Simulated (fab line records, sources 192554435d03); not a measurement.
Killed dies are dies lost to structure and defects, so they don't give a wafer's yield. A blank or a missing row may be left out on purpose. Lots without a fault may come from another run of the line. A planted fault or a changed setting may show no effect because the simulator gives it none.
Chamber matching | flow n5_finfet | N5_BEOL_M7_ETCH_66 on rie_diel-02: 4 sister chambers
The step etches SOC in N2/H2, target depth 80 nm, overetch 16 nm, time 120 s. 18 wafers are shown with their chamber, then 9 later ones without.

WAFERS WITH THEIR CHAMBER
wafer  | chamber | drypump_motor_current_A (A) | throttle_valve_pct (%) | showerhead_plenum_p_Torr (Torr)
L075.1 | 3       | 6.4                         | 17.82                  | 2.49
L075.2 | 2       | 5.8                         | 18.05                  | 2.64
L075.6 | 3       | 6.4                         | 17.83                  | 2.49
L077.2 | 0       | 5.9                         | 18.21                  | 2.39
L077.3 | 2       | 5.8                         | 18.03                  | 2.64
L077.6 | 0       | 5.9                         | 18.21                  | 2.39
L079.3 | 2       | 5.7                         | 18.05                  | 2.64
L079.4 | 1       | 5.2                         | 17.61                  | 2.44
L079.6 | 3       | 6.4                         | 17.86                  | 2.49
L081.1 | 3       | 6.4                         | 17.85                  | 2.49
L081.3 | 2       | 5.8                         | 18.05                  | 2.64
L081.5 | 2       | 5.8                         | 18.05                  | 2.64
L083.2 | 3       | 6.4                         | 17.86                  | 2.49
L083.3 | 2       | 5.8                         | 18.06                  | 2.63
L083.5 | 2       | 5.7                         | 18.06                  | 2.63
L085.3 | 0       | 6.0                         | 17.85                  | 2.70
L085.4 | 2       | 5.8                         | 18.07                  | 2.63
L085.6 | 1       | 5.2                         | 17.63                  | 2.43

SIGNATURES (means of the wafers above)
reading                  | chamber 0 | chamber 1 | chamber 2 | chamber 3 | scatter within a chamber
drypump_motor_current_A  | 5.933     | 5.200     | 5.775     | 6.400     | 0.0393
throttle_valve_pct       | 18.0900   | 17.6200   | 18.0525   | 17.8440   | 0.0797
showerhead_plenum_p_Torr | 2.4933    | 2.4350    | 2.6362    | 2.4900    | 0.0678
Rule: a wafer's distance from a chamber is the root of the sum, over the readings, of the square of ((its reading less the chamber's mean) divided by the reading's scatter). The wafer belongs to the nearest chamber; if the next one is less than 2 further off, it can't be placed. The scatter: the root of (the sum of the squares of (reading less its chamber's mean) over the shown wafers, divided by (wafers less chambers)).

WAFERS WITHOUT THEIR CHAMBER
wafer  | drypump_motor_current_A (A) | throttle_valve_pct (%) | showerhead_plenum_p_Torr (Torr)
L088.3 | 5.9                         | 17.89                  | 2.70
L088.4 | 5.2                         | 17.65                  | 2.43
L088.6 | 5.9                         | 17.87                  | 2.70
L091.1 | 5.2                         | 17.64                  | 2.43
L091.3 | 5.8                         | 18.09                  | 2.62
L091.6 | 5.2                         | 17.66                  | 2.43
L092.2 | 5.9                         | 17.90                  | 2.69
L092.4 | 6.4                         | 17.47                  | 2.48
L092.6 | 5.2                         | 17.66                  | 2.43

WHICH CHAMBER EACH WENT THROUGH
wafer  | from the rows above     | in truth
L088.3 | can't be placed: 2 or 0 | 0
L088.4 | 1                       | 1
L088.6 | can't be placed: 2 or 0 | 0
L091.1 | 1                       | 1
L091.3 | 2                       | 2
L091.6 | 1                       | 1
L092.2 | can't be placed: 2 or 0 | 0
L092.4 | 3                       | 3
L092.6 | 1                       | 1
Placed correctly: 6 of 9. Can't be placed from these rows: 3 (the true chamber is among the candidates in 3). Placed wrongly: 0.
